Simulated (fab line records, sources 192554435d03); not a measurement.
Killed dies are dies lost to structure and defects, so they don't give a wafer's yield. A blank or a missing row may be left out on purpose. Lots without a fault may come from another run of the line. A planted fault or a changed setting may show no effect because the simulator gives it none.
Which tool did it? | flow n5_finfet | 6 lots, 15 wafers sampled, at 1 step of a route of 1938

WHAT THE GAUGES READ, wafer by wafer
N5_BEOL_M11_CD_MEAS_35: target cd 70 nm.
lot  | measured     | on        | cd_nm (nm)
L345 | day 11 04:11 | cd_sem-01 | 70.3 69.8 70.0
L346 | day 12 13:38 | cd_sem-01 | 70.2 70.5
L353 | day 13 11:18 | cd_sem-02 | 70.4 70.0 69.5
L357 | day 14 10:42 | cd_sem-01 | 70.0 70.0
L361 | day 15 20:36 | cd_sem-02 | 69.9 69.6
L364 | day 16 21:22 | cd_sem-02 | 70.2 70.6 69.6

WHICH TOOL RAN EACH LOT (tool, then ch and the chambers of the sampled wafers, then the start)
The record holds no process step before these readings.

THE ANSWER, worked out from the rows above alone
Rule: what is usual is taken from the lots themselves. Put in order of their means at a reading, lots are off if they are a third of the lots or fewer, leave a main group of 4 or more, and stand apart from it by a gap of 3 or more times the standard deviation of the main group's means; of several such gaps the widest counts. A main group whose means are all the same, to the digits that the tables above print for the reading, isn't used. A lot without any number at a reading at which 4 lots or more have one is off too. The other lots that the step has rows for count as sound.
No lot is off at any reading shown: from this, nothing can be told.

WHAT THE SIMULATOR HAD PUT IN
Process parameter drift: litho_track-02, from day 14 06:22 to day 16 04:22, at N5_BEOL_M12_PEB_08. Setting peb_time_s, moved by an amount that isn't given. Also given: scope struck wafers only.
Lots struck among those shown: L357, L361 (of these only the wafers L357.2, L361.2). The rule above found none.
